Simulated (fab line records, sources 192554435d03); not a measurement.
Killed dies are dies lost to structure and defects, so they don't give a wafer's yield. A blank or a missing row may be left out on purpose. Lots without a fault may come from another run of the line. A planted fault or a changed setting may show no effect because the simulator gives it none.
A struck lot beside a sound one | flow n5_finfet | 15 steps out of a route of 1938
Sound: wafers L150.1, L150.2, L150.6. Struck: wafer L158.4. (L158.1, L158.3 of the same lot were not struck and are left out.) The cause comes at the end.
At each step with rows: each side's tool, then ch and its chambers, then its first start. Under that, the readings that differ: sound wafers | struck wafers | difference of the means | sigmas: that difference in standard deviations of wafers without a fault.
alike: readings whose means differ by less than 2 such deviations, and words and numbers that are the same on both sides. not compared: withheld readings, readings that some wafer has no value for, bounds like >300 that may hide the same value, and numbers for which the record gives no deviation and whose values overlap.
The two part at a step that has a row with sigmas, a row that says differs or no value, or rows on one side only. Numbers that don't overlap but have no deviation are shown without sigmas and don't part them. A reading that every wafer of one side lacks parts them only if that side has two wafers or more.

first, 5 steps without rows for these wafers: N5_SD_EPI_P_EBR_05; N5_SD_EPI_P_SOFTBAKE_04 (time 60 s); N5_SD_EPI_P_EXPOSE_06 (exposes mask SD P BLK, target cd 240 nm); N5_SD_EPI_P_PEB_07 (peb time 60 s); N5_SD_EPI_P_DEVELOP_08 (develop time 30 s).
N5_SD_EPI_P_CD_MEAS_09: target cd 240 nm.
  sound on cd_sem-02 ch 0, day 4 18:20; struck on cd_sem-03 ch 0, day 6 21:34
  alike: cd_nm
N5_SD_EPI_P_OVL_MEAS_10:
  sound on overlay-01 ch 0, day 4 18:22; struck on overlay-01 ch 0, day 6 21:36
  alike: SD_P_BLK_OVL
N5_SD_EPI_P_INSPECT_11: inspects for defects (macro).
  sound on defect_inspect-02, day 4 18:23; struck on defect_inspect-01, day 6 21:37
  alike: raw_defect_count
N5_SD_EPI_P_DESCUM_14: chemistry O2, time 7.9 s.
  sound on rie_diel-02 ch 0,1, day 4 18:25; struck on rie_diel-03 ch 1, day 6 21:55
  alike: drypump_motor_current_A, oes_product_au, rf_fwd_power_W, rf_vpp_V, showerhead_plenum_p_Torr, throttle_valve_pct
  not compared: rf_hours_counter_h
N5_SD_EPI_P_ETCH_36: etches SiARC in CF4, target depth 45.5 nm, time 75.8 s.
  sound on rie_diel-02 ch 0,1, day 4 18:27; struck on rie_diel-03 ch 1, day 6 21:57
  alike: drypump_motor_current_A, etch_rf_on_time_s, oes_product_au, rf_fwd_power_W, rf_vpp_V, showerhead_plenum_p_Torr, throttle_valve_pct
  not compared: rf_hours_counter_h
N5_SD_EPI_P_ETCH_37: etches SOC in N2/H2, overetch 108 nm, time 486 s.
  sound on rie_diel-02 ch 0,1, day 4 18:31; struck on rie_diel-03 ch 1, day 6 22:01
  alike: drypump_motor_current_A, oes_product_au, rf_fwd_power_W, rf_vpp_V, showerhead_plenum_p_Torr, throttle_valve_pct
  not compared: rf_hours_counter_h
then, 1 step without rows for these wafers: N5_SD_EPI_P_STRIP_38 (strips in N2/H2).
N5_SD_EPI_P_ETCHBACK_46: etches SiNx in CH3F/O2, stops on SiO2, target depth 17.5 nm.
  sound on rie_diel-02 ch 0,1, day 4 18:50; struck on rie_diel-03 ch 1, day 6 22:20
  reading        | sound       | struck  | difference | sigmas
  over_etch_frac | 0.3 0.3 0.3 | 0.30952 | +0.00952   |
  alike: drypump_motor_current_A, oes_product_au, rf_fwd_power_W, rf_vpp_V, showerhead_plenum_p_Torr, throttle_valve_pct
  not compared: rf_hours_counter_h
N5_SD_EPI_P_ETCH_47: etches SiOCN in CH3F/O2, target depth 25 nm.
  sound on rie_diel-02 ch 0,1, day 4 18:56; struck on rie_diel-03 ch 1, day 6 22:26
  reading            | sound             | struck | difference | sigmas
  rf_fwd_power_W (W) | 408.5 409.0 408.8 | 406.1  | -2.7       | -2
  alike: drypump_motor_current_A, oes_product_au, rf_vpp_V, showerhead_plenum_p_Torr, throttle_valve_pct
  not compared: rf_hours_counter_h
-- the record jumps here: 4 days lie between the struck wafers' starts before and after (it left off in module SD_EPI_P and takes up again in module BEOL_M4, whose first step shown is number 1111 of the route) --
N5_BEOL_M4_RC_MEAS_101:
  sound on prober-01 ch 0, day 9 12:46; struck on prober-01 ch 0, day 11 09:48
  reading        | sound                | struck | difference | sigmas
  IOFF_N (nA/um) | 0.139 0.127 0.145    | 0.185  | +0.048     | +2
  ION_N (uA/um)  | 661 669 666          | 686    | +21        | +3
  SS_P (mV/dec)  | 73.7 72.7 72.5       | 74.2   | +1.2       | +2
  VT_N (mV)      | 253.0 254.3 251.2    | 243.0  | -9.8       | -4
  VT_P (mV)      | -249.2 -251.7 -251.0 | -244.7 | +5.9       | +2
  alike: DIBL_N, DIBL_P, IOFF_P, ION_P, SS_N

WHERE THEY PART
First at N5_SD_EPI_P_ETCH_47; last, within this record, at N5_BEOL_M4_RC_MEAS_101.

WHY: what the simulator had put in
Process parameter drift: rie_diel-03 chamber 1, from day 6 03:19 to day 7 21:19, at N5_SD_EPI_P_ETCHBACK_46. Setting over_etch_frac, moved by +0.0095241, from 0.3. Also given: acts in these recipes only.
